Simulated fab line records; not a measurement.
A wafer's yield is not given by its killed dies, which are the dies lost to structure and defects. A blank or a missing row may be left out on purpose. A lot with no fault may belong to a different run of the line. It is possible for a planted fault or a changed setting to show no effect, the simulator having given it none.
fab line records ; flow n5-finfet
record lots=6; wafers=18; last-day=19
route steps=1938 shown SD_EPI_N@283 SD_EPI_P@295 PASSIVATION@1936
lots that met no fault: taken from a fault-free run of the same line
start-h: start of the lot's first displayed wafer, in hours after the record's first day ; wait-h: time in hours since the lot's previous step ; " repeats the value in the row above ; L1.1+2: a row that stands for several wafers ; - either no value or no given start ; * or withheld: withheld ; < > ~ a bound
route shown NAME@n: NAME is a module with steps in the file, n the number in the route of the first one ; usual: mean/standard deviation of fault-free wafers ; same: alike in all rows ; chamber/n: place in a boat ; sites: each site's reading ; _std_site: standard deviation of those values ; _edge_site: mean of outer sites minus mean of inner sites ; radius-mm: how far each site lies from the wafer's centre ; mask NAME#n: copy n ; behind: the last tool/chamber to shape the wafer ; hold: what put the lot on hold/how long, in hours/how the hold closed ; device: whichever transistor did not switch (one of n, p or np) ; end of line: the same wafers' tests at the end of the route ; a step without rows: its recipe alone ; killed: count of dies lost to structure and defects at first sort (not the wafer's yield) ; map: a wafer's dies, marking killed ones x, the rest . and places with no die _
set.NAME: the setting the step ran with; set.NAME@STEP: the setting that earlier step ran with ; model.NAME: the simulator's own value behind a step, which no gauge read
lots at some steps of the route; a table a step, a row a wafer
services: from which hour (start-h, from the record's first day; less than 0 if before it) a tool's chamber was out of use, for how many hours, and why
## steps
# step N5_SD_EPI_N_WET_ETCH_43
# recipe chemistry=dHF; dilution=withheld; time-s=14; target=SiO2; target-depth-a=15; temp-c=25
# step N5_SD_EPI_N_STRIP_18
# recipe chemistry=SPM; time-s=750; temp-c=130; h2so4-h2o2-vol-ratio=4
# step N5_SD_EPI_N_SRD_20
# recipe dry=ipa-marangoni; do-ppb=5; time-s=30; temp-c=23; rinse-liquid=diw
# step N5_SD_EPI_N_PRECLEAN_48
# recipe chemistry=NF3:NH3; afs-cycles=2; temp-c=30; time-s=20; sublimation-temp-c=180; sublimation-time-s=60; pressure-torr=3; rf-power-w=30
# step N5_SD_EPI_N_VAPOR_ETCH_50
# recipe chemistry=HCl; target=Si; temp-c=775; time-s=54; pressure-torr=20; mode=isotropic
# usual susceptor-temp-C=775.07/0.3; throttle-valve-pct=11.9/0.32
lot.wafer;tool;chamber;start-h;wait-h;susceptor-temp-C;throttle-valve-pct
L420.3;epi-rpcvd-04;0;85.86;0.2;774.49;12.0
L420.4;epi-rpcvd-04;0;85.86;0.2;774.57;12.1
L420.5;epi-rpcvd-04;0;85.86;0.2;774.99;12.1
L421.1;epi-rpcvd-04;0;96.05;0.3;775.27;12.2
L421.2;epi-rpcvd-04;0;96.05;0.3;774.94;12.3
L421.5;epi-rpcvd-04;0;96.05;0.3;774.55;12.1
L428.2;epi-rpcvd-01;0;134.11;0.3;775.02;11.3
L428.5;epi-rpcvd-01;0;134.11;0.3;775.15;11.6
L428.6;epi-rpcvd-01;0;134.11;0.3;774.82;11.7
L430.3;epi-rpcvd-03;0;147.20;0.2;774.74;12.0
L430.5;epi-rpcvd-03;0;147.20;0.2;774.87;12.3
L430.6;epi-rpcvd-03;0;147.20;0.2;774.58;12.1
L432.2;epi-rpcvd-03;0;157.16;0.3;775.50;11.7
L432.5;epi-rpcvd-03;0;157.16;0.3;774.80;12.1
L432.6;epi-rpcvd-03;0;157.16;0.3;775.49;12.1
L435.1;epi-rpcvd-04;0;179.14;0.5;775.03;11.9
L435.2;epi-rpcvd-04;0;179.14;0.5;775.29;12.2
L435.3;epi-rpcvd-04;0;179.14;0.5;774.37;11.9
# step N5_SD_EPI_N_EPI_21
# recipe material=Si:P; dopant=P; temp-c=680; pressure-torr=255; time-s=690
# step N5_SD_EPI_N_EPI_MEAS_23
# recipe mode=xrd
# usual thk-nm=59.0/1.3
lot.wafer;tool;chamber;start-h;wait-h;thk-nm
L420.3;film-metro-02;-;87.71;0.9;60.6
L420.4;film-metro-02;-;87.71;0.9;60.4
L420.5;film-metro-02;-;87.71;0.9;60.3
L421.1;film-metro-01;-;97.95;1.4;60.3
L421.2;film-metro-01;-;97.95;1.4;59.5
L421.5;film-metro-01;-;97.95;1.4;59.7
L428.2;film-metro-02;-;135.98;1.2;57.0
L428.5;film-metro-02;-;135.98;1.2;60.2
L428.6;film-metro-02;-;135.98;1.2;59.2
L430.3;film-metro-01;-;149.05;0.9;59.4
L430.5;film-metro-01;-;149.05;0.9;59.4
L430.6;film-metro-01;-;149.05;0.9;59.0
L432.2;film-metro-01;-;159.05;1.2;58.9
L432.5;film-metro-01;-;159.05;1.2;60.2
L432.6;film-metro-01;-;159.05;1.2;57.9
L435.1;film-metro-02;-;182.48;2.5;58.4
L435.2;film-metro-02;-;182.48;2.5;57.1
L435.3;film-metro-02;-;182.48;2.5;58.4
# step N5_SD_EPI_N_PRECLEAN_24
# recipe chemistry=O3/DIW; time-s=60; temp-c=22; o3-ppm=10
# step N5_SD_EPI_N_SRD_25
# recipe time-s=30; temp-c=23; rinse-liquid=diw; dry=ipa-marangoni
# step N5_SD_EPI_N_PRECLEAN_49
# recipe chemistry=NF3:NH3; afs-cycles=1; temp-c=30; time-s=20; sublimation-temp-c=180; sublimation-time-s=60; pressure-torr=3; rf-power-w=30
# step N5_SD_EPI_N_LINER_46
# recipe material=SiNx; target-thk-a=30; temp-c=400; ald-precursor-family=SiH2I2; ald-co-reactant=N2/H2-plasma; pressure-torr=2
# usual heater-power-w=862/66; susceptor-temp-C=400.01/0.21
lot.wafer;tool;chamber;start-h;wait-h;heater-power-w;susceptor-temp-C
L420.3;ald-sin-03;0;88.11;0.2;924;400.23
L420.4;ald-sin-03;1;88.11;0.2;977;399.81
L420.5;ald-sin-03;0;88.11;0.2;930;399.91
L421.1;ald-sin-03;0;99.52;1.4;913;400.44
L421.2;ald-sin-03;3;99.52;1.4;879;400.37
L421.5;ald-sin-03;0;99.52;1.4;901;400.13
L428.2;ald-sin-04;3;136.29;0.1;868;399.92
L428.5;ald-sin-04;0;136.29;0.1;803;400.43
L428.6;ald-sin-04;2;136.29;0.1;764;400.00
L430.3;ald-sin-04;0;149.36;0.1;814;400.43
L430.5;ald-sin-04;2;149.36;0.1;753;400.07
L430.6;ald-sin-04;3;149.36;0.1;862;399.63
L432.2;ald-sin-01;3;159.35;0.1;881;400.26
L432.5;ald-sin-01;0;159.35;0.1;859;400.20
L432.6;ald-sin-01;3;159.35;0.1;918;399.96
L435.1;ald-sin-04;3;183.33;0.7;881;399.79
L435.2;ald-sin-04;0;183.33;0.7;826;400.16
L435.3;ald-sin-04;2;183.33;0.7;746;399.82
# step N5_SD_EPI_N_INSPECT_26
# recipe inspect-instrument=darkfield; mode=post-epi
# usual raw-defect-count=201/40
lot.wafer;tool;chamber;start-h;wait-h;raw-defect-count
L420.3;defect-inspect-02;-;88.37;0.1;221
L420.4;defect-inspect-02;-;88.37;0.1;250
L420.5;defect-inspect-02;-;88.37;0.1;251
L421.1;defect-inspect-01;-;99.77;0.1;173
L421.2;defect-inspect-01;-;99.77;0.1;189
L421.5;defect-inspect-01;-;99.77;0.1;154
L428.2;defect-inspect-01;-;136.54;0.1;228
L428.5;defect-inspect-01;-;136.54;0.1;226
L428.6;defect-inspect-01;-;136.54;0.1;205
L430.3;defect-inspect-01;-;149.61;0.1;219
L430.5;defect-inspect-01;-;149.61;0.1;176
L430.6;defect-inspect-01;-;149.61;0.1;190
L432.2;defect-inspect-01;-;159.60;0.1;207
L432.5;defect-inspect-01;-;159.60;0.1;176
L432.6;defect-inspect-01;-;159.60;0.1;205
L435.1;defect-inspect-02;-;183.58;0.1;197
L435.2;defect-inspect-02;-;183.58;0.1;201
L435.3;defect-inspect-02;-;183.58;0.1;238
# step N5_SD_EPI_P_COAT_34
# recipe resist=SOC; temp-c=250; time-s=60; spin-rpm=1500; resist-thk-nm=350
# usual heater-power-total-W=500.4/1.8; plate-temp-C=249.96/0.18
lot.wafer;tool;chamber;start-h;wait-h;heater-power-total-W;plate-temp-C
L420.3;litho-track-02;0;88.40;0.0;498.7;249.94
L420.4;litho-track-02;0;88.40;0.0;497.4;249.89
L420.5;litho-track-02;0;88.40;0.0;502.3;250.18
L421.1;litho-track-03;0;99.80;0.0;501.1;249.97
L421.2;litho-track-03;0;99.80;0.0;497.6;249.96
L421.5;litho-track-03;0;99.80;0.0;499.4;249.87
L428.2;litho-track-03;0;136.57;0.0;493.6;247.39
L428.5;litho-track-03;0;136.57;0.0;495.7;247.52
L428.6;litho-track-03;0;136.57;0.0;496.4;247.36
L430.3;litho-track-03;0;149.64;0.0;492.7;247.19
L430.5;litho-track-03;0;149.64;0.0;495.5;247.44
L430.6;litho-track-03;0;149.64;0.0;494.2;247.47
L432.2;litho-track-05;0;159.63;0.0;498.6;249.97
L432.5;litho-track-05;0;159.63;0.0;497.7;249.96
L432.6;litho-track-05;0;159.63;0.0;502.2;250.22
L435.1;litho-track-02;0;183.61;0.0;502.4;250.31
L435.2;litho-track-02;0;183.61;0.0;503.3;249.95
L435.3;litho-track-02;0;183.61;0.0;498.3;249.99
# step N5_SD_EPI_P_COAT_35
# recipe resist=SiARC; temp-c=220; time-s=60; spin-rpm=1500; resist-thk-nm=35
# step N5_PASSIVATION_PROBE_49
# usual killed_at_M0_to_M3=34/11; killed_at_M4_up=14/5.6; killed-at-contacts=13/5.9; killed-at-front-end=40/11; killed-at-other=4/3.1; killed-dies=105/16; killed-open=68/11; killed-short=34/8.4
# same gross-dies=1180; killed-at-back-side=0
lot.wafer;tool;chamber;start-h;wait-h;killed_at_M0_to_M3;killed_at_M4_up;killed-at-contacts;killed-at-front-end;killed-at-other;killed-dies;killed-open;killed-short
L430.3;prober-02;-;394.25;0.1;16;7;15;52;1;91;57;33
L430.5;prober-02;-;394.35;0.2;24;8;22;38;0;92;67;21
L430.6;prober-02;-;394.40;0.3;16;6;18;57;8;105;62;41
L432.2;prober-02;-;464.43;0.1;35;18;10;41;5;109;71;33
L432.5;prober-02;-;464.58;0.2;38;15;4;48;3;108;76;32
L432.6;prober-02;-;464.63;0.3;42;15;7;42;2;108;72;31
# killed by level:class
L430.3 DUMMY_GATE:geometric-particle:open=13 MOL_CONTACT_COAG:geometric-particle:open=12 FIN_SAQP:geometric-particle:short=10 FIN_SAQP:geometric-particle:open=10 STI_FIN_REVEAL:geometric-particle:open=4 BEOL_M0_SAQP:geometric-particle:short=4 BEOL_M2:geometric-particle:open=3 GATE_CUT:geometric-particle:short=3
L430.5 MOL_CONTACT_COAG:geometric-particle:open=21 BEOL_M1:geometric-particle:open=8 STI_FIN_REVEAL:geometric-particle:open=6 FIN_SAQP:geometric-particle:open=5 DUMMY_GATE:geometric-particle:open=5 GATE_CUT:geometric-particle:short=5 BEOL_M3:geometric-particle:open=4 STARTING-WAFER:geometric-particle:short=4
L430.6 MOL_CONTACT_COAG:geometric-particle:open=14 FIN_SAQP:geometric-particle:short=12 STI_FIN_REVEAL:geometric-particle:open=11 DUMMY_GATE:geometric-particle:open=10 FIN_SAQP:geometric-particle:open=9 GATE_CUT:geometric-particle:short=5 MOL_CONTACT_COAG:geometric-particle:short=4 STARTING-WAFER:geometric-particle:short=4
L432.2 BEOL_M2:geometric-particle:open=9 BEOL_M3:geometric-particle:open=9 FIN_SAQP:geometric-particle:open=8 MOL_CONTACT_COAG:geometric-particle:open=8 BEOL_M4:geometric-particle:open=6 DUMMY_GATE:geometric-particle:open=5 ILD0:geometric-particle:short=5 BEOL_M2:geometric-particle:short=5
L432.5 BEOL_M3:geometric-particle:open=12 STI_FIN_REVEAL:geometric-particle:open=10 FIN_SAQP:geometric-particle:open=9 DUMMY_GATE:geometric-particle:open=7 BEOL_M0_SAQP:geometric-particle:open=7 BEOL_M4:geometric-particle:open=6 BEOL_M0_SAQP:geometric-particle:short=5 STARTING-WAFER:geometric-particle:open=5
L432.6 BEOL_M0_SAQP:geometric-particle:open=11 FIN_SAQP:geometric-particle:open=9 BEOL_M3:geometric-particle:open=8 ILD0:geometric-particle:open=7 STI_FIN_REVEAL:geometric-particle:open=6 MOL_CONTACT_COAG:geometric-particle:open=6 BEOL_M0_SAQP:geometric-particle:short=6 FIN_SAQP:geometric-particle:short=5
## services
tool;chamber;start-h;hours;kind
ald-sin-03;-;75.91;1.0;repair
ald-sin-04;-;85.25;14.0;pm
ald-sin-04;0;85.25;14.0;vent-cycle
ald-sin-04;1;85.25;14.0;vent-cycle
ald-sin-04;2;85.25;14.0;vent-cycle
ald-sin-04;3;85.25;14.0;vent-cycle
ald-sin-04;0;99.25;-;clean
ald-sin-04;1;99.25;-;clean
ald-sin-04;2;99.25;-;clean
ald-sin-04;3;99.25;-;clean
litho-track-03;-;125.64;-;consumable-replace:filter
ald-sin-01;2;133.41;14.0;repair
epi-rpcvd-01;-;153.38;28.1;pm
ald-sin-04;-;155.76;12.3;repair
epi-rpcvd-03;-;165.99;0.5;pm
ald-sin-03;-;178.85;14.0;pm
ald-sin-03;0;178.85;14.0;vent-cycle
ald-sin-03;1;178.85;14.0;vent-cycle
ald-sin-03;2;178.85;14.0;vent-cycle
ald-sin-03;3;178.85;14.0;vent-cycle
epi-rpcvd-04;-;182.44;27.2;pm
## key
first-sign step=N5_SD_EPI_P_COAT_34; reading=plate-temp-C; direction=down; sigmas=15; usual=*; struck=*
effect step=N5_SD_EPI_P_COAT_34; reading=heater-power-total-W; direction=down; sigmas=3.2; usual=*; struck=*
met-at N5_SD_EPI_P_COAT_34
struck-wafers L428.2,L428.5,L428.6,L430.3,L430.5,L430.6
tester-left-out L428,L430
onset-between 99.80 136.57
fault kind=process-parameter-drift; tool=litho-track-03; chamber=-; onset-h=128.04; steps=N5_SD_EPI_P_COAT_34; channel=temp-c; offset=*; shape=step; end-h=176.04; acts-in=*; stated=*
# tester-left-out: of these lots the tester's yield and bins aren't shown, on N5 and GAA mostly nor the transistor test; their killed dies are dies lost to structure and defects alone, not to doping, threshold or leakage, so they don't give the yield
